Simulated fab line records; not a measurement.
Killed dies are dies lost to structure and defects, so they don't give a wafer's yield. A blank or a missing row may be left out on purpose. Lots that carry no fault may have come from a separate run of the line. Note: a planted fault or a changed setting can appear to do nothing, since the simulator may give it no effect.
Matching of chambers	flow nand-harc	NHARC_P_GATE_DEP_103 on pecvd-02: 3 sister chambers
The step deposits SiON, target thk 30 nm. 3 wafers are shown with their chamber, then 8 later ones without.

== WAFERS PAIRED WITH THEIR CHAMBERS ==
wafer	chamber	heater-power-w (W)
L329.1	0	807
L340.6	1	902
L341.1	2	751

== WAFERS WHOSE CHAMBER IS MISSING ==
wafer	heater-power-w (W)
L341.5	1044
L341.6	609
L345.1	727
L345.3	733
L345.6	716
L346.1	1028
L346.2	702
L346.6	709

== THE CHAMBER EACH PASSED THROUGH ==
wafer	from the rows above	in truth
L341.5	can't be placed: 1 or 0 or 2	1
L341.6	can't be placed: 2 or 0 or 1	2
L345.1	can't be placed: 2 or 0 or 1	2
L345.3	can't be placed: 2 or 0 or 1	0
L345.6	can't be placed: 2 or 0 or 1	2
L346.1	can't be placed: 1 or 0 or 2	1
L346.2	can't be placed: 2 or 0 or 1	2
L346.6	can't be placed: 2 or 0 or 1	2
0 of 8 placed correctly. Unplaceable from these rows: 8, with the true chamber sitting among the candidates in 8. Wrongly placed: 0.
How it was worked out, from the rows above alone: a wafer's distance from a chamber is the root of the sum, over the readings, of the square of ((its reading less the chamber's mean) divided by the reading's scatter). If the next closest chamber is less than 2 further off than the closest, the wafer can't be placed; otherwise it belongs to the closest. The mean given for a chamber averages the wafers shown for that chamber. The scatter: root of mean squared gap, hidden wafer to nearest shown wafer, with one shown wafer a chamber.
